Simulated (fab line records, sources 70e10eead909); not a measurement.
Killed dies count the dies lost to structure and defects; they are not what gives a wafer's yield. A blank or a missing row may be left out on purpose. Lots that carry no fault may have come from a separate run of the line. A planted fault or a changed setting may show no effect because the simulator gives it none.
fab line records	flow nandHarc
[record] lots = 24	wafers = 72	lastDay = 24
route steps=1159 shown P_ZERO_WELL@17 P_STI@92 P_GATE@124 P_M0@268
lots that met no fault: from a run of the same line without faults
startH: the number of hours between the record's first day and the start of the first shown wafer of the lot	waitH: hours elapsed since this lot's preceding step	" repeats the value in the row above	L1.1+2: several wafers, shown together as one row	- no value, or no start was given	* or withheld: withheld	< > ~ a bound
route shown NAME@n: NAME is a module with steps in the file, n the number in the route of the first one	usual: mean/standard deviation taken from wafers without a fault	same: alike in all rows	chamber/n: place in a boat	sites: each site's reading	_std_site: the standard deviation of these	_edge_site: the outer-site mean with the inner-site mean subtracted	radiusMm: how far each site lies from the wafer's centre	mask NAME#n: copy n	behind: tool/chamber where the wafer was last shaped	hold: why the lot went on hold/how many hours it stayed there/how the hold came to an end	device: transistor that didn't switch, given as n, p or np	end of line: at the end of the route, the tests of the same wafers	a step with no rows: only its recipe	killed: at the first sort, the dies lost to defects and structure; wafer yield is something else	map: shows each die of a wafer: x if killed, . if not, _ if none is there
set.NAME: the setting the step ran with; set.NAME@STEP: the setting that earlier step ran with	model.NAME: the simulator's own value behind a step, which no gauge read
a sample of lots followed through the steps of the route, with each step as a table and each wafer as a row
services: the hour from which a tool's chamber was out of use, counted from the record's first day as startH (under 0 if before that day), plus the number of hours and why
[[steps]]
[step NHARC_P_ZERO_WELL_ETCH_65]
[recipe] targetDepthA = 800	overetchA = 240	timeS = 87.88	ionEnergyEv = 200	n2FlowSccm = 150	h2FlowSccm = 150	arFlowSccm = 0	rfW = 400	biasW = 150	chemistry = N2/H2
[usual] drypumpMotorCurrentA = 5.8/0.41	n2FlowSccm = 150.1/0.42	oesProductAu = 0.997/0.015	rfVppV = 430/3.1	showerheadPlenumPTorr = 2.01/0.11	throttleValvePct = 14.172/0.0091
lot.wafer	tool	chamber	startH	waitH	drypumpMotorCurrentA	n2FlowSccm	oesProductAu	rfHoursCounterH	rfVppV	showerheadPlenumPTorr	throttleValvePct
L074.3	rieDiel-07	2	13.37	0.1	5.6	149.5	0.971	10	428	1.91	14.156
L074.2	"	3	"	"	5.6	149.6	1.010	9	428	1.94	14.175
L074.5	"	2	"	"	5.6	150.0	0.968	-	427	1.92	14.181
L075.3	rieDiel-07	0	19.49	0.1	5.7	150.7	0.964	9	427	1.92	14.183
L075.1	"	2	"	"	5.6	149.5	0.959	10	427	1.91	14.170
L075.6	"	0	"	"	5.7	150.5	0.969	-	427	1.92	14.181
L076.3	rieDiel-07	1	25.63	0.1	5.0	150.4	1.001	9	435	2.20	14.160
L076.2	"	3	"	"	5.6	149.9	1.031	10	427	1.94	14.185
L076.4	"	0	"	"	5.7	150.5	0.971	-	427	1.92	14.173
L077.3	rieDiel-07	0	31.50	0.1	5.7	149.8	0.964	9	428	1.92	14.179
L077.6	"	2	"	"	5.6	150.2	0.973	-	427	1.91	14.172
L077.5	"	3	"	"	5.5	149.6	1.022	-	429	1.94	14.176
L078.1	rieDiel-07	3	37.78	0.1	5.5	150.4	1.024	11	427	1.94	14.164
L078.4	"	3	"	"	5.5	150.3	1.026	-	428	1.94	14.174
L078.5	"	0	"	"	5.7	150.7	0.981	-	427	1.92	14.173
L079.6	rieDiel-09	1	43.53	0.1	6.2	150.1	0.995	-	432	2.15	14.182
L079.5	"	3	"	"	5.7	150.4	0.999	-	432	2.09	14.173
L079.4	"	0	"	"	6.6	150.3	1.006	-	428	1.94	14.174
L080.2	rieDiel-09	1	49.41	0.1	6.3	150.2	0.994	10	435	2.15	14.172
L080.5	"	3	"	"	5.7	149.6	0.998	-	433	2.09	14.171
L080.4	"	1	"	"	6.2	149.7	0.990	-	436	2.15	14.162
L081.2	rieDiel-09	3	55.54	0.1	5.7	149.9	0.980	10	432	2.09	14.169
L081.5	"	0	"	"	6.5	150.5	0.996	-	428	1.94	14.148
L081.6	"	1	"	"	6.2	150.3	0.987	-	433	2.15	14.170
L082.1	rieDiel-07	3	61.40	0.1	5.6	150.2	1.020	0	428	1.94	14.157
L082.4	"	3	"	"	5.6	150.4	1.001	-	427	1.94	14.166
L082.5	"	2	"	"	5.6	150.4	0.997	-	427	1.91	14.162
L083.3	rieDiel-09	3	67.89	0.1	5.7	150.2	1.007	11	434	2.09	14.170
L083.1	"	0	"	"	6.5	149.4	1.004	11	428	1.94	14.172
L083.5	"	2	"	"	6.1	149.7	0.997	-	426	1.91	14.183
L084.1	rieDiel-09	0	73.52	0.1	6.5	150.4	0.996	11	427	1.94	14.179
L084.5	"	3	"	"	5.7	149.9	1.002	-	432	2.09	14.177
L084.6	"	0	"	"	6.5	150.4	1.014	-	427	1.94	14.181
L085.3	rieDiel-07	3	79.67	0.1	5.6	150.3	1.011	1	427	1.94	14.178
L085.1	"	2	"	"	5.6	150.7	1.012	1	427	1.91	14.186
L085.5	"	3	"	"	5.6	150.0	1.004	-	428	1.94	14.163
L086.1	rieDiel-07	3	85.37	0.1	5.6	149.8	0.997	2	428	1.94	14.162
L086.6	"	1	"	"	5.0	150.4	1.000	-	435	2.20	14.153
L086.5	"	2	"	"	5.7	149.1	1.005	-	426	1.91	14.164
L087.3	rieDiel-07	3	91.37	0.1	5.6	150.2	0.998	2	428	1.94	14.165
L087.1	"	0	"	"	5.8	149.9	1.000	2	426	1.92	14.180
L087.5	"	3	"	"	5.6	150.0	0.997	-	427	1.94	14.169
L088.4	rieDiel-09	0	97.48	0.1	6.5	150.1	1.009	1	428	1.94	14.173
L088.1	"	2	"	"	6.1	149.6	0.996	2	426	1.91	14.179
L088.5	"	0	"	"	6.5	149.4	1.011	-	428	1.94	14.185
L089.4	rieDiel-09	2	103.36	0.1	6.1	150.3	1.003	2	426	1.91	14.174
L089.3	"	0	"	"	6.5	149.8	1.020	2	427	1.94	14.170
L089.5	"	2	"	"	6.1	150.4	1.001	-	425	1.91	14.191
L090.3	rieDiel-09	3	109.36	0.1	5.7	149.5	0.994	2	432	2.09	14.169
L090.1	"	0	"	"	6.5	150.1	1.013	2	429	1.94	14.177
L090.5	"	2	"	"	6.1	150.1	0.999	-	427	1.90	14.165
L091.3	rieDiel-09	1	115.48	0.1	6.3	150.5	0.990	3	433	2.15	14.175
L091.1	"	0	"	"	6.5	150.1	1.016	2	428	1.94	14.179
L091.6	"	2	"	"	6.1	150.4	1.004	-	427	1.91	14.168
L092.2	rieDiel-09	3	121.51	0.1	5.7	150.6	0.981	3	434	2.09	14.185
L092.1	"	0	"	"	6.5	149.7	1.015	2	429	1.94	14.189
L092.6	"	1	"	"	6.2	150.6	0.980	-	434	2.15	14.170
L093.4	rieDiel-09	3	127.48	0.1	5.7	150.4	0.984	3	433	2.09	14.169
L093.3	"	2	"	"	6.1	150.9	1.009	3	427	1.91	14.187
L093.6	"	0	"	"	6.5	150.9	1.019	-	427	1.94	14.160
L094.3	rieDiel-07	3	133.55	0.1	5.5	149.8	0.985	6	428	1.93	14.163
L094.1	"	0	"	"	5.7	150.1	0.972	6	428	1.92	14.182
L094.6	"	3	"	"	5.5	150.2	0.982	-	427	1.94	14.163
L095.4	rieDiel-04	0	139.36	0.1	5.7	149.7	1.001	1	433	2.12	14.163
L095.5	"	3	"	"	6.0	149.9	0.989	-	433	2.12	14.179
L095.6	"	0	"	"	5.7	150.4	1.005	-	434	2.12	14.182
L096.2	rieDiel-07	2	145.51	0.1	5.6	150.2	1.006	7	426	1.91	14.178
L096.1	"	3	"	"	5.5	149.8	0.990	7	428	1.94	14.144
L096.5	"	1	"	"	5.0	149.9	0.990	-	435	2.20	14.177
L097.2	rieDiel-09	3	151.36	0.1	5.7	150.6	0.990	5	432	2.09	14.176
L097.1	"	2	"	"	6.1	149.9	0.988	5	426	1.90	14.173
L097.5	"	0	"	"	6.5	149.2	1.028	-	429	1.94	14.179
[step NHARC_P_ZERO_WELL_CD_MEAS_37]
[recipe] targetCdNm = 720	landingEnergyEv = 500
[usual] cdNm = 718.4/2
lot.wafer	tool	chamber	startH	waitH	cdNm
L074.2	cdSem-01	0	16.24	-	718.4
L074.3	"	0	"	"	719.6
L074.5	"	0	"	"	719.6
L075.1	cdSem-02	0	22.00	-	719.8
L075.3	"	0	"	"	715.8
L075.6	"	0	"	"	719.2
L076.2	cdSem-01	0	28.29	-	720.4
L076.3	"	0	"	"	720.4
L076.4	"	0	"	"	717.9
L077.3	cdSem-03	0	34.27	-	722.4
L077.5	"	0	"	"	715.2
L077.6	"	0	"	"	719.5
L078.1	cdSem-02	0	40.59	-	719.4
L078.4	"	0	"	"	717.2
L078.5	"	0	"	"	715.4
L079.4	cdSem-02	0	46.05	-	721.5
L079.5	"	0	"	"	717.9
L079.6	"	0	"	"	715.3
L080.2	cdSem-01	0	52.19	-	717.1
L080.4	"	0	"	"	721.5
L080.5	"	0	"	"	718.9
L081.2	cdSem-01	0	58.74	-	717.0
L081.5	"	0	"	"	714.1
L081.6	"	0	"	"	717.1
L082.1	cdSem-02	0	64.16	-	718.7
L082.4	"	0	"	"	719.5
L082.5	"	0	"	"	719.5
L083.1	cdSem-03	0	70.63	-	719.7
L083.3	"	0	"	"	715.7
L083.5	"	0	"	"	718.0
L084.1	cdSem-01	0	76.14	-	718.6
L084.5	"	0	"	"	718.1
L084.6	"	0	"	"	719.5
L085.1	cdSem-03	0	82.18	-	720.5
L085.3	"	0	"	"	718.7
L085.5	"	0	"	"	717.7
L086.1	cdSem-01	0	88.00	-	717.4
L086.5	"	0	"	"	718.0
L086.6	"	0	"	"	716.5
L087.1	cdSem-02	0	97.85	-	713.6
L087.3	"	0	"	"	717.9
L087.5	"	0	"	"	716.4
L088.1	cdSem-03	0	100.10	-	719.2
L088.4	"	0	"	"	718.9
L088.5	"	0	"	"	718.4
L089.3	cdSem-03	0	106.01	-	716.1
L089.4	"	0	"	"	720.0
L089.5	"	0	"	"	715.4
L090.1	cdSem-02	0	111.98	-	714.0
L090.3	"	0	"	"	718.0
L090.5	"	0	"	"	717.6
L091.1	cdSem-02	0	118.10	-	717.9
L091.3	"	0	"	"	721.3
L091.6	"	0	"	"	720.4
L092.1	cdSem-03	0	124.26	-	718.3
L092.2	"	0	"	"	717.5
L092.6	"	0	"	"	720.0
L093.3	cdSem-03	0	130.16	-	715.1
L093.4	"	0	"	"	715.1
L093.6	"	0	"	"	715.9
L094.1	cdSem-03	0	136.39	-	715.8
L094.3	"	0	"	"	719.4
L094.6	"	0	"	"	718.3
L095.4	cdSem-03	0	142.04	-	720.6
L095.5	"	0	"	"	721.4
L095.6	"	0	"	"	724.2
L096.1	cdSem-02	0	148.23	-	717.9
L096.2	"	0	"	"	714.8
L096.5	"	0	"	"	718.4
L097.1	cdSem-03	0	154.10	-	723.3
L097.2	"	0	"	"	719.3
L097.5	"	0	"	"	716.4
[step NHARC_P_STI_OCD_MEAS_17]
[usual] trenchDepthNm = 296/4.8	trenchFootCdNm = 157.1/2.7
lot.wafer	tool	chamber	startH	waitH	trenchDepthNm	trenchFootCdNm
L074.2	ocd-01	-	40.89	0.1	294	163.4
L074.3	"	-	"	"	296	153.8
L074.5	"	-	"	"	296	158.2
L075.1	ocd-02	-	41.04	0.1	294	154.3
L075.3	"	-	"	"	297	153.7
L075.6	"	-	"	"	294	156.6
L076.2	ocd-01	-	51.76	0.1	300	164.3
L076.3	"	-	"	"	296	156.1
L076.4	"	-	"	"	295	155.7
L077.3	ocd-02	-	56.59	0.1	295	159.3
L077.5	"	-	"	"	292	156.7
L077.6	"	-	"	"	296	152.8
L078.1	ocd-01	-	56.78	0.1	301	154.8
L078.4	"	-	"	"	302	161.4
L078.5	"	-	"	"	300	154.4
L079.4	ocd-01	-	66.33	0.1	295	162.2
L079.5	"	-	"	"	304	155.6
L079.6	"	-	"	"	294	157.9
L080.2	ocd-01	-	72.46	0.1	290	154.4
L080.4	"	-	"	"	289	156.2
L080.5	"	-	"	"	284	156.1
L081.2	ocd-01	-	80.28	0.1	301	156.7
L081.5	"	-	"	"	297	163.1
L081.6	"	-	"	"	293	155.7
L082.1	ocd-02	-	80.46	0.1	303	160.4
L082.4	"	-	"	"	298	157.7
L082.5	"	-	"	"	294	158.9
L083.1	ocd-01	-	91.26	0.1	293	158.6
L083.3	"	-	"	"	300	156.3
L083.5	"	-	"	"	299	158.5
L084.1	ocd-01	-	96.10	0.1	297	160.2
L084.5	"	-	"	"	292	155.7
L084.6	"	-	"	"	295	158.7
L085.1	ocd-01	-	102.63	0.1	293	155.6
L085.3	"	-	"	"	287	154.0
L085.5	"	-	"	"	297	152.8
L086.1	ocd-02	-	113.61	0.1	290	154.2
L086.5	"	-	"	"	293	154.3
L086.6	"	-	"	"	288	154.8
L088.1	ocd-02	-	118.12	0.1	302	155.0
L088.4	"	-	"	"	296	160.6
L088.5	"	-	"	"	292	161.0
L087.1	ocd-01	-	118.28	0.1	301	157.1
L087.3	"	-	"	"	300	154.1
L087.5	"	-	"	"	290	160.6
L089.3	ocd-02	-	126.97	0.1	298	153.8
L089.4	"	-	"	"	310	154.0
L089.5	"	-	"	"	296	156.0
L091.1	ocd-02	-	134.30	0.1	298	153.0
L091.3	"	-	"	"	292	153.9
L091.6	"	-	"	"	296	154.6
L090.1	ocd-01	-	134.46	0.1	306	158.1
L090.3	"	-	"	"	297	157.7
L090.5	"	-	"	"	303	158.2
L092.1	ocd-01	-	147.57	0.1	299	160.9
L092.2	"	-	"	"	296	156.5
L092.6	"	-	"	"	293	156.3
L093.3	ocd-01	-	147.74	0.1	289	157.3
L093.4	"	-	"	"	296	160.3
L093.6	"	-	"	"	300	160.3
L094.1	ocd-01	-	155.86	0.1	305	155.8
L094.3	"	-	"	"	298	154.9
L094.6	"	-	"	"	298	158.4
L095.4	ocd-01	-	161.59	0.1	294	159.4
L095.5	"	-	"	"	297	158.0
L095.6	"	-	"	"	295	160.4
L096.1	ocd-02	-	167.84	0.1	299	164.7
L096.2	"	-	"	"	289	156.3
L096.5	"	-	"	"	299	159.6
L097.1	ocd-01	-	173.90	0.1	293	154.5
L097.2	"	-	"	"	305	155.8
L097.5	"	-	"	"	303	153.7
[step NHARC_P_GATE_DESCUM_13]
[recipe] timeS = 3	o2FlowSccm = 200	arFlowSccm = 0	biasPowerW = 0	chemistry = O2
[usual] drypumpMotorCurrentA = 6.0/0.46	oesProductAu = 1.003/0.01	rfVppV = 57.5/0.78	showerheadPlenumPTorr = 1.85/0.055	throttleValvePct = 11.310/0.01
lot.wafer	tool	chamber	startH	waitH	drypumpMotorCurrentA	oesProductAu	rfHoursCounterH	rfVppV	showerheadPlenumPTorr	throttleValvePct
L074.3	rieDiel-05	0	80.36	-	5.9	1.005	35	56.6	1.81	11.308
L074.2	"	1	"	"	6.0	1.011	34	57.8	1.86	11.320
L074.5	"	0	"	"	5.9	0.990	-	56.5	1.81	11.302
L075.1	rieDiel-05	0	80.54	-	5.9	1.010	35	57.1	1.81	11.308
L075.3	"	1	"	"	5.9	1.020	34	58.3	1.86	11.295
L075.6	"	3	"	"	4.8	1.010	-	56.5	1.88	11.306
L076.4	rieDiel-05	0	88.65	-	5.9	1.006	38	57.4	1.81	11.299
L076.3	"	2	"	"	6.3	1.012	32	57.4	1.78	11.317
L076.2	"	3	"	"	4.8	1.011	37	57.5	1.88	11.297
L078.4	rieDiel-12	2	96.49	-	5.4	1.004	7	56.6	1.94	11.308
L078.1	"	3	"	"	6.3	1.022	9	57.8	1.80	11.306
L078.5	"	2	"	"	5.4	1.008	-	59.5	1.94	11.301
L077.3	rieDiel-12	2	96.64	-	5.4	0.997	7	58.6	1.94	11.312
L077.6	"	2	"	"	5.4	1.008	-	57.8	1.94	11.308
L077.5	"	3	"	"	6.3	1.023	-	58.3	1.80	11.313
L079.4	rieDiel-12	2	104.48	-	5.4	0.994	8	57.7	1.93	11.292
L079.6	"	1	"	"	6.0	1.006	-	58.4	1.89	11.312
L079.5	"	2	"	"	5.4	1.003	-	57.9	1.93	11.305
L080.2	rieDiel-08	3	109.86	-	6.0	0.989	38	57.5	1.90	11.325
L080.4	"	1	"	"	6.5	0.986	34	57.3	1.81	11.310
L080.5	"	2	"	"	6.0	1.006	-	56.9	1.79	11.324
L082.1	rieDiel-05	3	118.96	-	4.8	1.000	47	57.4	1.87	11.313
L082.4	"	2	"	"	6.4	1.012	-	56.4	1.78	11.319
L082.5	"	0	"	"	5.9	0.995	-	57.5	1.81	11.319
L081.2	rieDiel-08	2	119.12	-	6.0	0.997	34	57.8	1.79	11.313
L081.6	"	1	"	"	6.5	0.983	-	57.9	1.81	11.315
L081.5	"	2	"	"	6.0	1.001	-	57.2	1.79	11.326
L083.1	rieDiel-05	1	126.47	-	6.0	1.003	46	58.0	1.86	11.300
L083.3	"	2	"	"	6.4	0.994	43	56.2	1.78	11.313
L083.5	"	0	"	"	5.9	1.009	-	56.3	1.81	11.311
L084.1	rieDiel-05	3	132.23	-	4.8	0.999	49	56.8	1.87	11.286
L084.5	"	3	"	"	4.8	0.996	-	57.3	1.87	11.317
L084.6	"	0	"	"	5.8	1.010	-	58.2	1.81	11.303
L088.4	rieDiel-08	1	150.09	-	6.5	0.979	2	58.6	1.81	11.327
L088.1	"	2	"	"	6.0	1.012	5	57.1	1.78	11.319
L088.5	"	0	"	"	5.8	1.012	-	58.5	1.81	11.319
L087.1	rieDiel-05	1	150.11	-	6.0	1.007	52	56.9	1.86	11.302
L087.3	"	2	"	"	6.3	1.009	47	58.0	1.77	11.321
L087.5	"	1	"	"	6.0	0.999	-	57.9	1.86	11.316
L086.1	rieDiel-08	1	150.15	-	6.5	0.987	2	55.6	1.81	11.329
L086.6	"	0	"	"	5.8	1.013	-	59.2	1.81	11.308
L086.5	"	1	"	"	6.5	0.993	-	58.0	1.81	11.321
L085.3	rieDiel-12	0	150.17	-	6.6	1.002	21	58.1	1.90	11.336
L085.1	"	3	"	"	6.3	1.030	20	57.4	1.79	11.319
L085.5	"	1	"	"	5.9	0.988	-	58.7	1.89	11.324
L089.3	rieDiel-12	3	161.86	-	6.3	1.016	23	56.4	1.79	11.292
L089.5	"	3	"	"	6.3	1.011	-	57.6	1.79	11.301
L089.4	"	0	"	"	6.6	0.994	-	58.1	1.90	11.297
L090.3	rieDiel-12	3	169.35	-	6.3	1.010	25	56.2	1.79	11.306
L090.1	"	0	"	"	6.6	0.997	25	57.5	1.90	11.318
L090.5	"	0	"	"	6.6	0.991	-	57.5	1.90	11.307
L091.1	rieDiel-08	3	169.40	-	6.0	1.001	16	57.8	1.90	11.287
L091.3	"	0	"	"	5.9	0.997	13	58.0	1.81	11.295
L091.6	"	2	"	"	6.1	1.000	-	57.2	1.78	11.311
L094.3	rieDiel-12	0	190.12	-	6.6	1.002	28	57.2	1.90	11.300
L094.1	"	1	"	"	5.9	0.995	28	57.0	1.88	11.301
L094.6	"	2	"	"	5.4	1.005	-	57.0	1.93	11.303
L092.2	rieDiel-08	1	190.13	-	6.5	0.985	14	57.3	1.81	11.315
L092.1	"	2	"	"	6.0	1.001	26	57.2	1.78	11.288
L092.6	"	2	"	"	6.0	1.004	-	56.3	1.78	11.307
L093.4	rieDiel-12	0	190.18	-	6.6	1.000	28	58.6	1.90	11.294
L093.3	"	2	"	"	5.4	1.005	27	57.3	1.93	11.311
L093.6	"	1	"	"	5.9	1.003	-	57.1	1.88	11.307
L095.4	rieDiel-08	0	203.05	-	5.8	1.020	26	57.4	1.80	11.329
L095.6	"	2	"	"	6.0	1.014	-	56.7	1.78	11.303
L095.5	"	3	"	"	6.0	1.003	-	57.7	1.89	11.313
L096.2	rieDiel-05	1	203.08	-	6.0	1.005	14	57.9	1.85	11.315
L096.1	"	2	"	"	6.3	1.000	12	58.8	2.07	11.306
L096.5	"	1	"	"	6.0	1.014	-	56.6	1.85	11.315
L097.2	rieDiel-08	3	211.18	-	6.0	1.009	32	58.7	1.89	11.313
L097.1	"	2	"	"	6.0	1.021	32	57.4	1.78	11.302
L097.5	"	3	"	"	6.0	1.013	-	58.1	1.89	11.327
[step NHARC_P_M0_ETCH_15]
[recipe] targetDepthA = 1500	overetchA = 150	timeS = 82.5	c4f8FlowSccm = withheld	arFlowSccm = 400	rfW = 600	biasW = 300	chemistry = C4F8/Ar
[usual] oesProductAu = 0.944/0.025	rfVppV = 441/3.1
lot.wafer	tool	chamber	startH	waitH	oesProductAu	rfHoursCounterH	rfVppV
L075.3	rieDiel-06	2	-	-	0.989	5	446
L075.1	"	3	"	"	0.978	5	438
L075.6	"	2	"	"	0.988	-	445
L074.3	rieDiel-04	0	-	-	0.968	1	442
L074.2	"	2	"	"	0.980	1	440
L074.5	"	0	"	"	0.954	-	443
L076.2	rieDiel-06	0	-	-	0.966	4	444
L076.4	"	1	"	"	0.950	5	438
L076.3	"	2	"	"	0.971	5	444
L078.1	rieDiel-06	2	-	-	0.998	5	445
L078.4	"	0	"	"	0.953	4	444
L078.5	"	2	"	"	0.990	-	445
L077.3	rieDiel-07	0	-	-	0.949	7	437
L077.5	"	2	"	"	0.998	-	438
L077.6	"	3	"	"	0.969	-	437
L079.4	rieDiel-04	3	-	-	0.919	2	442
L079.5	"	3	"	"	0.910	-	443
L079.6	"	0	"	"	0.922	-	441
L080.2	rieDiel-06	0	-	-	0.959	5	444
L080.4	"	2	"	"	0.971	6	444
L080.5	"	0	"	"	0.963	-	444
L081.2	rieDiel-07	3	-	-	0.914	8	439
L081.6	"	0	"	"	0.903	-	439
L081.5	"	1	"	"	0.914	-	446
L082.4	rieDiel-04	1	-	-	0.942	3	438
L082.1	"	3	"	"	0.931	4	442
L082.5	"	1	"	"	0.939	-	439
L083.1	rieDiel-06	3	-	-	0.946	7	440
L083.3	"	0	"	"	0.925	7	444
L083.5	"	3	"	"	0.946	-	439
L084.1	rieDiel-07	1	-	-	0.928	8	445
L084.5	"	2	"	"	0.931	-	436
L084.6	"	3	"	"	0.922	-	437
L088.1	rieDiel-06	3	-	-	0.986	8	440
L088.4	"	0	"	"	0.951	7	442
L088.5	"	3	"	"	0.987	-	439
L087.1	rieDiel-07	0	-	-	0.905	10	437
L087.3	"	2	"	"	0.919	9	437
L087.5	"	3	"	"	0.917	-	438
L086.1	rieDiel-07	3	-	-	0.916	11	437
L086.5	"	0	"	"	0.917	-	438
L086.6	"	1	"	"	0.920	-	445
L085.3	rieDiel-06	3	-	-	0.948	8	439
L085.1	"	0	"	"	0.930	7	444
L085.5	"	2	"	"	0.945	-	445
L089.4	rieDiel-04	2	-	-	0.962	-	440
L089.3	"	3	"	"	0.946	-	443
L089.5	"	3	"	"	0.948	-	441
L090.3	rieDiel-07	1	-	-	0.917	12	445
L090.1	"	0	"	"	0.908	12	439
L090.5	"	2	"	"	0.925	-	437
L091.3	rieDiel-04	0	-	-	0.968	6	444
L091.1	"	1	"	"	0.939	6	440
L091.6	"	3	"	"	0.958	-	443
L093.4	rieDiel-04	0	229.59	0.1	0.938	-	443
L093.3	"	3	"	"	0.931	-	443
L093.6	"	3	"	"	0.917	-	443
L092.2	rieDiel-04	0	-	-	0.923	7	443
L092.1	"	2	"	"	0.929	7	439
L092.6	"	0	"	"	0.935	-	442
L094.3	rieDiel-04	0	-	-	0.924	7	443
L094.1	"	2	"	"	0.927	7	439
L094.6	"	0	"	"	0.935	-	443
L096.2	rieDiel-07	2	-	-	0.955	0	436
L096.1	"	3	"	"	0.981	0	438
L096.5	"	1	"	"	0.967	-	446
L095.4	rieDiel-07	3	-	-	0.987	0	436
L095.5	"	1	"	"	0.947	-	445
L095.6	"	2	"	"	0.932	-	437
L097.1	rieDiel-07	0	-	-	0.967	2	437
L097.2	"	1	"	"	0.990	2	446
L097.5	"	3	"	"	0.974	-	438
[step NHARC_P_M0_THK_MEAS_24]
[recipe] thkMeasGauge = xrf
[usual] thkNm = 117.8/2.1
lot.wafer	tool	chamber	startH	waitH	thkNm
L075.1	filmMetro-01	-	130.39	-	116.7
L075.3	"	-	"	"	117.0
L075.6	"	-	"	"	116.5
L074.2	filmMetro-02	-	132.43	-	117.5
L074.3	"	-	"	"	117.8
L074.5	"	-	"	"	117.8
L076.2	filmMetro-01	-	139.66	-	121.1
L076.3	"	-	"	"	117.5
L076.4	"	-	"	"	115.2
L078.1	filmMetro-01	-	143.20	-	114.0
L078.4	"	-	"	"	117.9
L078.5	"	-	"	"	118.3
L077.3	filmMetro-02	-	143.76	-	118.0
L077.5	"	-	"	"	120.2
L077.6	"	-	"	"	118.0
L079.4	filmMetro-01	-	147.56	-	114.2
L079.5	"	-	"	"	116.0
L079.6	"	-	"	"	116.6
L080.2	filmMetro-02	-	152.67	-	116.7
L080.4	"	-	"	"	115.5
L080.5	"	-	"	"	114.8
L081.2	filmMetro-01	-	161.52	-	115.7
L081.5	"	-	"	"	114.3
L081.6	"	-	"	"	117.0
L082.1	filmMetro-01	-	172.40	-	116.3
L082.4	"	-	"	"	116.7
L082.5	"	-	"	"	118.5
L083.1	filmMetro-01	-	175.52	-	118.5
L083.3	"	-	"	"	114.2
L083.5	"	-	"	"	113.8
L084.1	filmMetro-02	-	178.83	-	118.8
L084.5	"	-	"	"	116.8
L084.6	"	-	"	"	116.8
L088.1	filmMetro-01	-	191.62	-	121.6
L088.4	"	-	"	"	120.3
L088.5	"	-	"	"	121.0
L087.1	filmMetro-01	-	196.97	-	116.8
L087.3	"	-	"	"	117.2
L087.5	"	-	"	"	116.8
L086.1	filmMetro-02	-	197.62	-	116.5
L086.5	"	-	"	"	118.4
L086.6	"	-	"	"	118.1
L085.1	filmMetro-01	-	199.03	-	120.7
L085.3	"	-	"	"	120.1
L085.5	"	-	"	"	118.9
L089.3	filmMetro-02	-	208.55	-	116.0
L089.4	"	-	"	"	114.6
L089.5	"	-	"	"	119.4
L090.1	filmMetro-02	-	216.62	-	118.1
L090.3	"	-	"	"	119.2
L090.5	"	-	"	"	118.1
L091.1	filmMetro-01	-	216.99	-	120.1
L091.3	"	-	"	"	117.7
L091.6	"	-	"	"	118.0
L093.3	filmMetro-02	-	231.90	-	118.6
L093.4	"	-	"	"	121.1
L093.6	"	-	"	"	120.9
L092.1	filmMetro-02	-	236.81	-	121.6
L092.2	"	-	"	"	119.1
L092.6	"	-	"	"	117.3
L094.1	filmMetro-02	-	237.36	-	119.5
L094.3	"	-	"	"	121.6
L094.6	"	-	"	"	120.4
L096.1	filmMetro-02	-	245.62	-	114.4
L096.2	"	-	"	"	116.6
L096.5	"	-	"	"	120.3
L095.4	filmMetro-02	-	245.68	-	116.0
L095.5	"	-	"	"	116.2
L095.6	"	-	"	"	116.0
L097.1	filmMetro-02	-	253.33	-	117.0
L097.2	"	-	"	"	118.3
L097.5	"	-	"	"	116.4
[[services]]
tool	chamber	startH	hours	kind
rieDiel-05	-	6.66	0.5	repair
rieDiel-07	0	11.66	6.4	repair
rieDiel-05	2	20.15	6.8	repair
rieDiel-07	2	22.20	8.6	repair
rieDiel-12	-	25.40	9.0	pm
rieDiel-07	1	31.13	11.4	repair
rieDiel-09	2	33.49	16.7	repair
rieDiel-07	1	46.60	19.3	repair
rieDiel-05	2	46.95	10.3	repair
rieDiel-07	-	51.67	9.0	pm
rieDiel-04	0	55.71	15.7	repair
rieDiel-09	-	77.10	9.0	pm
rieDiel-04	-	98.95	0.2	repair
rieDiel-04	-	111.90	9.0	pm
rieDiel-09	3	171.17	6.7	repair
rieDiel-04	1	174.27	6.7	repair
rieDiel-09	-	177.28	1.7	repair
rieDiel-07	2	178.39	15.6	repair
rieDiel-09	3	179.97	3.6	repair
rieDiel-04	0	203.80	3.2	repair
rieDiel-04	1	206.23	5.3	repair
rieDiel-04	2	209.98	23.8	repair
rieDiel-04	1	223.69	8.3	repair
rieDiel-07	-	228.67	9.0	pm
[[key]]
fault none
